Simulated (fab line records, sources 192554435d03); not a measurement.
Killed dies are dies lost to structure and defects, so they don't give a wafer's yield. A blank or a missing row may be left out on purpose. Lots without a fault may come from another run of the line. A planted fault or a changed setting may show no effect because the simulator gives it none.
Chamber matching | flow n5_finfet | N5_SD_EPI_N_DESCUM_14 on rie_diel-04: 4 sister chambers
The step chemistry O2, time 7.9 s. 18 wafers are shown with their chamber, then 9 later ones without.

WAFERS WITH THEIR CHAMBER
wafer  | chamber | drypump_motor_current_A (A) | showerhead_plenum_p_Torr (Torr) | throttle_valve_pct (%)
L075.3 | 1       | 5.4                         | 2.07                            | 20.30
L075.4 | 0       | 5.9                         | 2.10                            | 20.25
L075.5 | 1       | 5.4                         | 2.07                            | 20.28
L081.2 | 0       | 5.9                         | 2.10                            | 20.26
L081.4 | 3       | 4.9                         | 2.24                            | 20.16
L081.5 | 3       | 5.0                         | 2.24                            | 20.16
L084.3 | 0       | 5.9                         | 2.10                            | 20.28
L084.5 | 2       | 5.7                         | 2.18                            | 20.55
L084.6 | 1       | 5.4                         | 2.06                            | 20.33
L086.1 | 3       | 5.0                         | 2.24                            | 20.18
L086.2 | 1       | 5.3                         | 2.06                            | 20.32
L086.3 | 0       | 5.9                         | 2.10                            | 20.27
L092.2 | 2       | 5.7                         | 2.17                            | 20.55
L092.3 | 0       | 5.9                         | 2.09                            | 20.28
L092.4 | 2       | 5.7                         | 2.17                            | 20.55
L094.1 | 1       | 5.4                         | 2.06                            | 19.98
L094.2 | 0       | 5.9                         | 2.09                            | 20.29
L094.4 | 3       | 5.0                         | 2.23                            | 20.18

SIGNATURES (means of the wafers above)
reading                  | chamber 0 | chamber 1 | chamber 2 | chamber 3 | scatter within a chamber
drypump_motor_current_A  | 5.900     | 5.380     | 5.700     | 4.975     | 0.0333
showerhead_plenum_p_Torr | 2.0967    | 2.0640    | 2.1733    | 2.2375    | 0.00531
throttle_valve_pct       | 20.2717   | 20.2420   | 20.5500   | 20.1700   | 0.0796
Rule: a wafer's distance from a chamber is the root of the sum, over the readings, of the square of ((its reading less the chamber's mean) divided by the reading's scatter). The wafer belongs to the nearest chamber; if the next one is less than 2 further off, it can't be placed. The scatter: the root of (the sum of the squares of (reading less its chamber's mean) over the shown wafers, divided by (wafers less chambers)).

WAFERS WITHOUT THEIR CHAMBER
wafer  | drypump_motor_current_A (A) | showerhead_plenum_p_Torr (Torr) | throttle_valve_pct (%)
L095.2 | 5.7                         | 2.17                            | 20.58
L095.3 | 5.9                         | 2.09                            | 20.31
L095.4 | 4.9                         | 2.23                            | 20.21
L097.1 | 5.9                         | 2.09                            | 20.33
L097.2 | 5.7                         | 2.17                            | 20.60
L097.3 | 5.0                         | 2.23                            | 20.21
L097.4 | 5.4                         | 2.06                            | 19.99
L097.5 | 5.7                         | 2.17                            | 20.57
L097.6 | 4.9                         | 2.23                            | 20.20

WHICH CHAMBER EACH WENT THROUGH
wafer  | from the rows above | in truth
L095.2 | 2                   | 2
L095.3 | 0                   | 0
L095.4 | 3                   | 3
L097.1 | 0                   | 0
L097.2 | 2                   | 2
L097.3 | 3                   | 3
L097.4 | 1                   | 1
L097.5 | 2                   | 2
L097.6 | 3                   | 3
Placed correctly: 9 of 9. Can't be placed from these rows: 0. Placed wrongly: 0.
